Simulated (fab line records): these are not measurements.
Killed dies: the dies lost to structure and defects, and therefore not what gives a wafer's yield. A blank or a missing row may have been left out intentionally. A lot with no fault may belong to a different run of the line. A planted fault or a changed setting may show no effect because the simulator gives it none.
Comparing a struck lot with a sound one -- flow n5 finfet -- 15 out of 1938 route steps
Sound: these wafers, L928.1, L928.5, L928.6. The struck wafers were L941.2, L941.6. At the end, the cause is stated.
Order at every step that has rows: each side's tool, ch and its chambers, its first start. Under that, the readings that differ: sound wafers -- struck wafers -- difference of the means -- sigmas: that difference in standard deviations of wafers without a fault.
alike: words and numbers the same on both sides, and readings whose means are apart by under 2 such deviations; not compared: readings that were withheld, readings missing a value for some wafer, numbers with overlapping values and no deviation given by the record, and bounds like >300 which may hide the same value.
Wherever a step has rows on one side only, a row that says differs or no value, or a row with sigmas, the two part there. Numbers that don't overlap but have no deviation are shown without sigmas and don't part them. A reading missing from all wafers of one side parts the sides only when that side holds two or more wafers.

N5_PASSIVATION_CD_MEAS_10: target cd 3000 nm.
  sound on cd sem-01 ch 0, day 14 10:45; struck on cd sem-03 ch 0, day 16 13:45
  alike: cd nm
N5_PASSIVATION_OVL_MEAS_60:
  sound on overlay-01 ch 0, day 14 10:47; struck on overlay-01 ch 0, day 16 13:47
  alike: TV_OVL
N5_PASSIVATION_INSPECT_61: inspects for defects (macro).
  struck on defect inspect-01, day 16 13:49; sound on defect inspect-01, day 14 10:49
  alike: raw defect count
N5_PASSIVATION_DESCUM_12: chemistry O2, time 7.9 s.
  sound on rie diel-05 ch 0,1,3, day 14 10:50; struck on rie diel-05 ch 0,1, day 16 13:50
  alike: chamber pressure mTorr, drypump motor current A, oes product au, rf vpp V, showerhead plenum p Torr, throttle valve pct
  not compared: rf hours counter h
N5_PASSIVATION_PASS_ETCH_74: etches SiNx in CF4/O2, target depth 220 nm, time 110 s.
  sound on rie diel-05 ch 0,1,3, day 14 10:55; struck on rie diel-05 ch 0,1, day 16 13:54
  alike: chamber pressure mTorr, drypump motor current A, oes product au, rf vpp V, showerhead plenum p Torr, throttle valve pct
  not compared: rf hours counter h
then, 1 step without rows for these wafers: N5_PASSIVATION_VIA_ETCH_13 (etches SiO2 in CHF3/O2, target depth 660 nm, time 330 s).
N5_PASSIVATION_STRIP_14: strips in O2.
  sound on rie diel-05 ch 0,1,3, day 14 11:11; struck on rie diel-05 ch 0,1, day 16 14:11
  alike: chamber pressure mTorr, drypump motor current A, oes product au, rf vpp V, showerhead plenum p Torr, throttle valve pct
  not compared: rf hours counter h
N5_PASSIVATION_ETCH_15: etches SiCN in CF4/N2, target depth 75 nm, time 81.2 s.
  sound on rie diel-05 ch 0,1,3; struck on rie diel-05 ch 0,1
  alike: chamber pressure mTorr, drypump motor current A, oes product au, rf vpp V, showerhead plenum p Torr, throttle valve pct
  not compared: rf hours counter h
then, 2 steps without rows for these wafers: N5_PASSIVATION_STRIP_73 (strips in post etch residue remover, time 60 s); N5_PASSIVATION_SRD_17 (time 30 s, dry time 30 s).
N5_PASSIVATION_DEGAS_18: time 60 s.
  struck on pvd sputter-03, day 16 15:03; sound on pvd sputter-01, day 14 11:44
  alike: heater power w, susceptor temp C
following that, these wafers have no rows for 1 step: N5_PASSIVATION_PRE_CLEAN_19.
N5_PASSIVATION_SPUTTER_20: material TaN, target thk 50 nm.
  struck on pvd sputter-03, day 16 15:08; sound on pvd sputter-01, day 14 11:49
reading,sound,struck,difference,sigmas
model.TaN_of_PASSIVATION_SPUTTER_20.thk nm (nm),50.2 49.6 49.6,27.8 28.2,-21.8,
  alike: susceptor temp C, throttle valve pct
then, 1 step without rows for these wafers: N5_PASSIVATION_AL_DEP_21 (deposits Al, target thk 2800 nm, time 170 s).
N5_PASSIVATION_PROBE_49:
  struck on prober-01, day 16 20:50; sound on prober-02, day 14 17:36
  alike: defect limited yield, killed_at_M0_to_M3, killed_at_M4_up, killed at contacts, killed at front end, killed at other, killed dies, killed open, killed short, sort_bin_5_function, sort_bin_6_memory, sort_bin_8_speed, sort n pass

## WHERE THEY PART
Nowhere in this record.

WHY: what had been put in by the simulator
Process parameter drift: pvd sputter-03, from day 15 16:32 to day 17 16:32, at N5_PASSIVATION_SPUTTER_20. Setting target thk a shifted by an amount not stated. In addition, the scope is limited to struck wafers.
